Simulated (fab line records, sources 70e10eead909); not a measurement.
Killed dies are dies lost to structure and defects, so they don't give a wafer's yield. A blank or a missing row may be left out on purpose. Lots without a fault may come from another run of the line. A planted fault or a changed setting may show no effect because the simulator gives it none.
Chamber matching | flow nand_harc | NHARC_P_M2_ETCH_35 on rie_diel-13: 4 sister chambers
The step etches the open film in N2/H2, target depth 40 nm, overetch 12 nm, time 43.94 s. 8 wafers are shown with their chamber, then 8 later ones without.

WAFERS WITH THEIR CHAMBER
wafer  | chamber | showerhead_plenum_p_Torr (Torr) | drypump_motor_current_A (A)
L077.2 | 2       | 2.03                            | 5.9
L077.6 | 2       | 2.03                            | 5.9
L087.2 | 1       | 2.14                            | 5.6
L087.3 | 0       | 1.89                            | 5.7
L086.1 | 3       | 2.07                            | 5.8
L086.3 | 1       | 2.15                            | 5.6
L086.5 | 0       | 1.89                            | 5.7
L085.2 | 3       | 2.07                            | 5.9

WAFERS WITHOUT THEIR CHAMBER
wafer  | showerhead_plenum_p_Torr (Torr) | drypump_motor_current_A (A)
L085.5 | 2.03                            | 5.8
L085.6 | 2.07                            | 5.8
L088.1 | 2.03                            | 5.8
L088.2 | 2.14                            | 5.6
L088.4 | 2.07                            | 5.9
L089.3 | 1.89                            | 5.7
L089.5 | 2.07                            | 5.9
L089.6 | 2.03                            | 5.9

WHICH CHAMBER EACH WENT THROUGH
wafer  | from the rows above | in truth
L085.5 | 2                   | 2
L085.6 | 3                   | 3
L088.1 | 2                   | 2
L088.2 | 1                   | 1
L088.4 | 3                   | 3
L089.3 | 0                   | 0
L089.5 | 3                   | 3
L089.6 | 2                   | 2
Placed correctly: 8 of 8. Can't be placed from these rows: 0. Placed wrongly: 0.
How it was worked out, from the rows above alone: a wafer's distance from a chamber is the root of the sum, over the readings, of the square of ((its reading less the chamber's mean) divided by the reading's scatter). The wafer belongs to the nearest chamber; if the next one is less than 2 further off, it can't be placed. A chamber's mean is the mean of its shown wafers. The scatter: the root of (the sum of the squares of (reading less its chamber's mean) over the shown wafers, divided by (wafers less chambers)).
